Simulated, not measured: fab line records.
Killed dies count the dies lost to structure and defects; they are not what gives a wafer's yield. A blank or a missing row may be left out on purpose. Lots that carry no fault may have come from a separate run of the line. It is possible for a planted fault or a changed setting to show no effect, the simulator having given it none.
A single fault, viewed from 3 desks ; flow nandHarc ; each desk has only its own numbers; what lay behind them comes last

== THE DEFECT DESK ==
Per lot, the means of the sampled wafers with a number show what the inspections along the route counted. Any lot whose mean is over 4 standard deviations away from the usual mean is out of limits and marked OUT; that distance is given in the brackets.
Columns: A = rawDefectCount at NHARC_P_START_INSPECT_01, usual 3.5; B = rawDefectCount at NHARC_P_ZERO_WELL_INSPECT_43, usual 15; C = rawDefectCount at NHARC_P_STI_INSPECT_11, usual 5.8
lot;first seen here;A;B;C
L990;day 1 12:02;3.3;23;8.7
L991;day 1 18:02;2.0;17;5.7
L992;day 2 00:02;3.3;15;5.7
L993;day 2 06:02;3.3;16;5.3
L994;day 2 12:02;3.7;16;7.0
L995;day 2 18:02;3.0;13;6.3
L997;day 3 06:02;2.3;13;4.0
L998;day 3 12:02;5.0;16;4.5
L999;day 3 18:02;1.5;14;7.0
L100;day 4 00:02;3.3;19;5.3
L101;day 4 06:03;3.0;20;9.0
L105;day 5 06:02;5.3;16;6.3
L109;day 6 06:02;3.3;7;3.3
L110;day 6 12:02;4.0;23;3.0
L113;day 7 06:02;2.3;7;7.0
This desk's verdict: no lot among the 15 shows anything out of limits.

== TOOL OWNER'S DESK, lithoTrack-02 ==
The tool's own readings at NHARC_P_ZERO_WELL_PEB_09 (peb time 80 s): means of the sampled wafers that have a number, for each lot that ran on this tool. Any lot whose mean is over 4 standard deviations away from the usual mean is out of limits and marked OUT; that distance is given in the brackets.
Columns: A = heaterPowerTotalW at NHARC_P_ZERO_WELL_PEB_09, usual 189.7 W
lot;first seen here;A
L995;day 2 19:03;190.2
L997;day 3 07:10;189.9
L998;day 3 13:02;201.8 (+15) OUT
L999;day 3 19:03;200.3 (+13) OUT
L101;day 4 07:02;212.6 (+29) OUT
This desk's verdict: out of limits on L101, L998, L999, starting with L998 at day 3 13:02 (heaterPowerTotalW at NHARC_P_ZERO_WELL_PEB_09). L995, L997: within limits.

== AT THE METROLOGY DESK ==
What the gauges read, lot by lot, whatever tool the lot ran on: means of the sampled wafers that have a number. Any lot whose mean is over 4 standard deviations away from the usual mean is out of limits and marked OUT; that distance is given in the brackets.
Columns: A = cdNm at NHARC_P_ZERO_WELL_CD_MEAS_11, usual 499.2 nm
lot;first seen here;A
L990;day 1 13:14;501.7
L991;day 1 19:07;499.7
L992;day 2 01:14;500.0
L993;day 2 07:14;502.2
L994;day 2 13:15;496.9
L995;day 2 19:08;499.0
L997;day 3 07:16;498.8
L998;day 3 13:07;493.0
L999;day 3 19:08;493.8
L100;day 4 01:07;497.0
L101;day 4 07:08;487.0 (-5.3) OUT
L105;day 5 07:08;498.1
L109;day 6 07:14;498.2
L110;day 6 13:08;500.6
L113;day 7 07:16;498.0
This desk's verdict: out of limits on L101, starting with L101 at day 4 07:08 (cdNm at NHARC_P_ZERO_WELL_CD_MEAS_11). L990, L991, L992, L993, L994, L995, L997, L998, L999, L100, L105, L109, L110, L113: within limits.

== BROUGHT TOGETHER ==
The tool owner's desk could have raised an alarm at day 3 13:02, on L101, L998, L999.
On L101, the metrology desk was in a position to raise an alarm at day 4 07:08.
The defect desk saw nothing out of limits.
The defect desk has L101, L998, L999 on record, within its limits.
The metrology desk holds a record of L998, L999, inside its limits.
Of the lots named, all ran NHARC_P_ZERO_WELL_PEB_09 on lithoTrack-02.

== WHAT WAS PUT IN BY THE SIMULATOR ==
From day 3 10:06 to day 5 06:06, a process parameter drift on lithoTrack-02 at NHARC_P_ZERO_WELL_PEB_09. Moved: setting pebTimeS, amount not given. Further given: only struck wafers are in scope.
Lots struck among those shown: L101, L998, L999.
Counting hours from when the fault started, the first reading out of limits came at 3 for the tool owner's desk and at 21 for the metrology desk.
